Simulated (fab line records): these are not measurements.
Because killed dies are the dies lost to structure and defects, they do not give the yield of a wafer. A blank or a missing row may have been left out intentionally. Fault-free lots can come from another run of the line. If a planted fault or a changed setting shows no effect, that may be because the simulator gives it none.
Matching of chambers ; flow n5 finfet ; N5_MOL_CONTACT_COAG_STRIP_72 on rie diel-05: 4 sister chambers
The step strips in N2/H2. 8 wafers are shown with their chamber, then 8 later ones without.

## WAFERS PAIRED WITH THEIR CHAMBERS
wafer;chamber;drypump motor current A (A);showerhead plenum p Torr (Torr)
L078.2;3;4.8;2.43
L089.2;1;6.4;2.45
L089.5;3;4.9;2.42
L089.6;0;6.0;2.50
L090.2;0;5.9;2.50
L090.5;2;5.3;2.56
L090.6;1;6.4;2.45
L091.4;2;5.2;2.56

## WAFERS MISSING THEIR CHAMBER
wafer;drypump motor current A (A);showerhead plenum p Torr (Torr)
L091.5;5.2;2.56
L091.6;4.9;2.42
L092.2;5.2;2.55
L092.3;5.9;2.50
L092.5;6.4;2.45
L097.1;6.4;2.44
L097.2;4.9;2.41
L097.6;6.5;2.44

## WHICH CHAMBER EACH ONE RAN IN
wafer;from the rows above;in truth
L091.5;2;2
L091.6;3;3
L092.2;2;2
L092.3;0;0
L092.5;1;1
L097.1;1;1
L097.2;3;3
L097.6;1;1
8 of 8 placed correctly. Number that these rows cannot place: 0. Wrongly placed: 0.
How it was worked out, from the rows above alone: a wafer's distance from a chamber is the root of the sum, over the readings, of the square of ((its reading less the chamber's mean) divided by the reading's scatter). The wafer belongs to the nearest chamber; if the next one is less than 2 further off, it can't be placed. The mean given for a chamber averages the wafers shown for that chamber. The scatter: take each reading less its chamber's mean, square it, sum over the shown wafers, divide by the number of wafers less the number of chambers, and take the root.
